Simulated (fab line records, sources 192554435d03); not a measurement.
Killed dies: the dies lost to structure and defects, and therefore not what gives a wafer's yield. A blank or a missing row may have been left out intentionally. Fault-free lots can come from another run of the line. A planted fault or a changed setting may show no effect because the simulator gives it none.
Which tool was responsible? + flow n5Finfet + route of 1938 steps, sampled at 1 step: 24 lots, 72 wafers

WHAT THE GAUGES READ, wafer by wafer
N5_MOL_CONTACT_COAG_CD_MEAS_101 targets a cd of 16 nm.
| lot  | measured     | on       | cdNm (nm)      |
|------|--------------|----------|----------------|
| L074 | day 5 06:54  | cdSem-01 | 15.4 15.7 15.3 |
| L075 | day 5 11:46  | cdSem-03 | 16.4 16.7 15.8 |
| L076 | day 6 03:19  | cdSem-02 | 15.6 15.4 15.8 |
| L078 | day 6 06:22  | cdSem-02 | 16.3 16.1 16.2 |
| L077 | day 6 06:47  | cdSem-03 | 15.9 15.7 15.6 |
| L079 | day 6 14:28  | cdSem-02 | 15.2 15.3 15.9 |
| L080 | day 6 18:19  | cdSem-01 | 16.1 15.7 15.8 |
| L081 | day 6 22:13  | cdSem-01 | 16.0 15.8 15.8 |
| L082 | day 7 02:59  | cdSem-03 | 15.3 15.4 15.9 |
| L083 | day 7 13:34  | cdSem-02 | 15.5 14.8 16.0 |
| L084 | day 7 21:47  | cdSem-03 | 15.7 16.1 16.1 |
| L085 | day 8 00:58  | cdSem-02 | 16.1 16.1 16.3 |
| L086 | day 8 10:26  | cdSem-02 | 15.6 15.8 15.7 |
| L087 | day 8 10:59  | cdSem-01 | 15.4 15.4 16.0 |
| L088 | day 8 18:34  | cdSem-01 | 15.6 15.2 15.8 |
| L089 | day 8 20:12  | cdSem-01 | 14.9 15.7 16.2 |
| L090 | day 9 06:48  | cdSem-02 | 16.1 16.0 15.9 |
| L091 | day 9 10:31  | cdSem-02 | 15.9 15.8 15.6 |
| L092 | day 9 18:09  | cdSem-01 | 15.8 15.2 15.4 |
| L093 | day 9 21:04  | cdSem-01 | 15.8 16.5 15.9 |
| L094 | day 10 10:45 | cdSem-03 | 16.5 16.7 16.4 |
| L095 | day 10 12:25 | cdSem-03 | 15.8 15.7 15.3 |
| L096 | day 10 20:04 | cdSem-01 | 15.7 16.0 15.3 |
| L097 | day 11 01:18 | cdSem-01 | 16.0 16.4 15.9 |

TOOL THAT RAN EACH LOT (tool first, then ch and the chambers of the sampled wafers, then the start)
The record holds no process step before these readings.

AS READ BY THE TOOLS THEMSELVES (means over the sampled wafers that have a number; for cases with no such wafer, the mark the record gives instead)
The record holds no such reading with a usual standard deviation.

THE ANSWER, worked out from the rows above alone
Rule: usual is defined by the lots themselves. The widest of any qualifying gaps counts: lots, ordered by their means at a reading, are off when they make up no more than a third of the lots, leave a main group of 4 or more, and stand apart from it by 3 or more times the standard deviation of that group's means. The tables above print the reading to a certain number of digits; a main group whose means all agree to those digits is not used. A lot without any number at a reading at which 4 lots or more have one is off too. Where the step has rows for the other lots, those lots are counted as sound. After the gauges, taken in route order, come the tools' own readings; for these a lot's mean is taken, as printed above. At the first step where some lot is off, the reading lying furthest off is the one used; lots without a number count as furthest.
Across all readings shown, no lot is off: no conclusion can be drawn from this.

WHAT THE SIMULATOR PUT IN
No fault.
